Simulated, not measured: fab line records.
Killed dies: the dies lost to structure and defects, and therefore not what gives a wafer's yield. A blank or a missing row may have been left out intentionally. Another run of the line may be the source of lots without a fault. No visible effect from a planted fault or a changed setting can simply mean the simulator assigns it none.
Matching of chambers | flow n5_finfet | N5_GATE_CUT_STRIP_59 on rie_diel-04 has 4 sister chambers
The step strips in N2/H2, time 20 s. 16 wafers are shown with their chamber, then 8 later ones without.

== WAFERS WITH THEIR CHAMBER ==
wafer  | chamber | drypump_motor_current_A (A) | showerhead_plenum_p_Torr (Torr) | throttle_valve_pct (%)
L076.3 | 0       | 5.4                         | 3.28                            | 12.3
L076.4 | 2       | 5.3                         | 3.48                            | 12.4
L076.6 | 2       | 5.3                         | 3.48                            | 12.4
L077.1 | 0       | 5.4                         | 3.28                            | 12.3
L077.3 | 1       | 6.4                         | 3.42                            | 12.0
L077.4 | 3       | 5.4                         | 3.46                            | 11.8
L080.1 | 2       | 5.3                         | 3.48                            | 12.4
L080.2 | 3       | 5.4                         | 3.45                            | 11.8
L080.4 | 1       | 6.5                         | 3.42                            | 12.0
L085.3 | 3       | 5.4                         | 3.45                            | 11.9
L085.5 | 2       | 5.3                         | 3.47                            | 12.5
L085.6 | 1       | 6.5                         | 3.41                            | 12.0
L086.2 | 3       | 5.4                         | 3.45                            | 11.9
L086.3 | 0       | 5.4                         | 3.27                            | 12.3
L086.5 | 0       | 5.4                         | 3.27                            | 12.3
L087.2 | 3       | 5.4                         | 3.45                            | 11.9

SIGNATURES (means of the wafers above)
reading                  | chamber 0 | chamber 1 | chamber 2 | chamber 3 | scatter within a chamber
drypump_motor_current_A  | 5.400     | 6.467     | 5.300     | 5.400     | 0.0236
showerhead_plenum_p_Torr | 3.2750    | 3.4167    | 3.4775    | 3.4520    | 0.00518
throttle_valve_pct       | 12.300    | 12.000    | 12.425    | 11.860    | 0.0403
Rule: for a wafer and a chamber, the distance is found by dividing, reading by reading, the gap between the wafer's reading and the chamber's mean by the reading's scatter, squaring, summing and taking the root. The wafer belongs to the nearest chamber; if the next one is less than 2 further off, it can't be placed. The scatter: take each reading less its chamber's mean, square it, sum over the shown wafers, divide by the number of wafers less the number of chambers, and take the root.

== WAFERS WHOSE CHAMBER IS MISSING ==
wafer  | drypump_motor_current_A (A) | showerhead_plenum_p_Torr (Torr) | throttle_valve_pct (%)
L087.3 | 5.4                         | 3.27                            | 12.3
L087.4 | 5.4                         | 3.45                            | 11.9
L094.2 | 5.4                         | 3.44                            | 11.9
L094.4 | 5.3                         | 3.46                            | 11.9
L094.5 | 5.2                         | 3.47                            | 11.8
L097.1 | 5.4                         | 3.43                            | 11.9
L097.3 | 5.4                         | 3.26                            | 12.4
L097.6 | 5.4                         | 3.26                            | 12.4

== WHICH CHAMBER EACH WENT THROUGH ==
wafer  | from the rows above | in truth
L087.3 | 0                   | 0
L087.4 | 3                   | 3
L094.2 | 3                   | 3
L094.4 | 3                   | 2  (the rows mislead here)
L094.5 | 3                   | 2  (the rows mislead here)
L097.1 | 3                   | 3
L097.3 | 0                   | 0
L097.6 | 0                   | 0
Correct placement for 6 of the 8. Number that these rows cannot place: 0. 2 placed wrongly.
